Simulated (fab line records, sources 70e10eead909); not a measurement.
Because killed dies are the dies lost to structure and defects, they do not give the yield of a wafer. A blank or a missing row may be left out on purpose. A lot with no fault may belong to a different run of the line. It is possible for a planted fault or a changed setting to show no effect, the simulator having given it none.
Struck lot and sound lot, side by side / flow nand harc / 20 out of 1302 route steps
Sound: the wafers L296.1, L296.3, L296.4. The struck wafers were L299.3, L299.4, L299.5. Last of all comes the cause.
At each step with rows: each side's tool, then ch and its chambers, then its first start. Under that, the readings that differ: sound wafers / struck wafers / difference of the means / sigmas: that difference in standard deviations of wafers without a fault.
alike: words and numbers the same on both sides, and readings whose means are apart by under 2 such deviations; not compared: readings that were withheld, readings missing a value for some wafer, numbers with overlapping values and no deviation given by the record, and bounds like >300 which may hide the same value.
Wherever a step has rows on one side only, a row that says differs or no value, or a row with sigmas, the two part there. Numbers that have no deviation but don't overlap get no sigmas and don't part them. A reading that every wafer of one side lacks parts them only if that side has two wafers or more.

NHARC_P_ZERO_WELL_CD_MEAS_37 targets a cd of 720 nm.
  sound on cd sem-03 ch 0, day 3 06:01; struck on cd sem-01 ch 0, day 4 12:05
reading=cd nm (nm); sound=724.1 720.7 723.1; struck=719.7 718.6 718.3; difference=-3.8; sigmas=-3
then, 1 step without rows for these wafers: NHARC_P_ZERO_WELL_HARDBAKE_38 (time 80 s).
NHARC_P_ZERO_WELL_DESCUM_39: chemistry O2, time 3 s.
  sound on rie diel-01 ch 0,2,3, day 3 06:11; struck on rie diel-04 ch 1,2, day 4 12:14
reading=mfc ar sccm (sccm); sound=0 0 0.021; struck=0.043 0.025 0.043; difference=+0.030; sigmas=+2
  alike: drypump motor current A, o2 flow sccm, oes product au, rf vpp V, showerhead plenum p Torr, throttle valve pct
  not compared: rf hours counter h
then, 9 steps without rows for these wafers: NHARC_P_ZERO_WELL_IMPLANT_40; NHARC_P_ZERO_WELL_IMPLANT_59; NHARC_P_ZERO_WELL_IMPLANT_60; NHARC_P_ZERO_WELL_STRIP_41 (strips in SPM, time 840 s); NHARC_P_ZERO_WELL_DEHYDRATE_44 (time 120 s); NHARC_P_ZERO_WELL_HMDS_45 (time 30 s); NHARC_P_ZERO_WELL_COAT_46; NHARC_P_ZERO_WELL_SOFTBAKE_47 (time 95 s); NHARC_P_ZERO_WELL_EBR_48.
NHARC_P_ZERO_WELL_EXPOSE_49: exposes mask P HVPW, target cd 2000 nm.
  sound on krf scanner-04 ch 0, day 3 07:31; struck on krf scanner-02 ch 0, day 4 13:28
reading=mask; sound=P_HVPW#0 P_HVPW#0 P_HVPW#0; struck=P_HVPW_R1#0 P_HVPW_R1#0 P_HVPW_R1#0; difference=differs; sigmas=
reading=reticle temp C (C); sound=22.83 22.92 23.01; struck=23.20 23.26 23.26; difference=+0.32; sigmas=+3
then, 2 steps without rows for these wafers: NHARC_P_ZERO_WELL_PEB_50 (peb time 85 s); NHARC_P_ZERO_WELL_DEVELOP_51 (time 70 s).
NHARC_P_ZERO_WELL_CD_MEAS_52 targets a cd of 2000 nm.
  sound on cd sem-02 ch 0, day 3 07:40; struck on cd sem-02 ch 0, day 4 13:37
reading=cd nm (nm); sound=2000.0 1999.2 1999.2; struck=1885.2 1882.7 1884.1; difference=-115.5; sigmas=-55
then, 1 step without rows for these wafers: NHARC_P_ZERO_WELL_HARDBAKE_53 (time 80 s).
NHARC_P_ZERO_WELL_DESCUM_54: chemistry O2, time 3 s.
  sound on rie diel-01 ch 0,2,3, day 3 07:50; struck on rie diel-08 ch 0,1,2, day 4 13:47
reading=model.P_ZERO_WELL.cd nm (nm); sound=2000 1999 1999; struck=1884 1883 1884; difference=-116; sigmas=
  alike: drypump motor current A, mfc ar sccm, o2 flow sccm, oes product au, rf vpp V, showerhead plenum p Torr, throttle valve pct
  not compared: rf hours counter h
then, 2 steps without rows for these wafers: NHARC_P_ZERO_WELL_IMPLANT_55; NHARC_END_SORT_01.

## WHERE THEY PART
Last at NHARC_P_ZERO_WELL_CD_MEAS_52 as far as this record goes, first at NHARC_P_ZERO_WELL_CD_MEAS_37. Later steps at which nothing parts them and some readings are alike: NHARC_P_ZERO_WELL_DESCUM_54.

WHY: whatever the simulator had introduced
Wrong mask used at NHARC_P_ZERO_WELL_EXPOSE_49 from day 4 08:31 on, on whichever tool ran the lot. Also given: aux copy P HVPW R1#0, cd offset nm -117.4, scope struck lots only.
